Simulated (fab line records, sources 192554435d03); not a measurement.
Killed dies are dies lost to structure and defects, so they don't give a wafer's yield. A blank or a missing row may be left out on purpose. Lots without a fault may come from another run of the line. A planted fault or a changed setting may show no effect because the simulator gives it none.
Chamber matching | flow n5_finfet | N5_PMOS_HMC_CHANNEL_EPI_STRIP_33 on rie_diel-01: 4 sister chambers
The step strips in N2/H2. 4 wafers are shown with their chamber, then 9 later ones without.

WAFERS WITH THEIR CHAMBER
wafer  | chamber | showerhead_plenum_p_Torr (Torr)
L082.1 | 2       | 3.34
L083.1 | 0       | 3.41
L083.2 | 1       | 3.50
L083.4 | 3       | 3.34

WAFERS WITHOUT THEIR CHAMBER
wafer  | showerhead_plenum_p_Torr (Torr)
L090.2 | 3.49
L090.4 | 3.40
L090.5 | 3.49
L094.2 | 3.33
L094.3 | 3.49
L094.5 | 3.33
L095.4 | 3.40
L095.5 | 3.33
L095.6 | 3.49

WHICH CHAMBER EACH WENT THROUGH
wafer  | from the rows above     | in truth
L090.2 | 1                       | 1
L090.4 | 0                       | 0
L090.5 | 1                       | 1
L094.2 | can't be placed: 2 or 3 | 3
L094.3 | 1                       | 1
L094.5 | can't be placed: 2 or 3 | 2
L095.4 | 0                       | 0
L095.5 | can't be placed: 2 or 3 | 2
L095.6 | 1                       | 1
Placed correctly: 6 of 9. Can't be placed from these rows: 3 (the true chamber is among the candidates in 3). Placed wrongly: 0.
How it was worked out, from the rows above alone: a wafer's distance from a chamber is the root of the sum, over the readings, of the square of ((its reading less the chamber's mean) divided by the reading's scatter). The wafer belongs to the nearest chamber; if the next one is less than 2 further off, it can't be placed. A chamber's mean is the mean of its shown wafers. The scatter: with one shown wafer a chamber, the root of the mean of the squares of how far each hidden wafer lies from its nearest shown one.
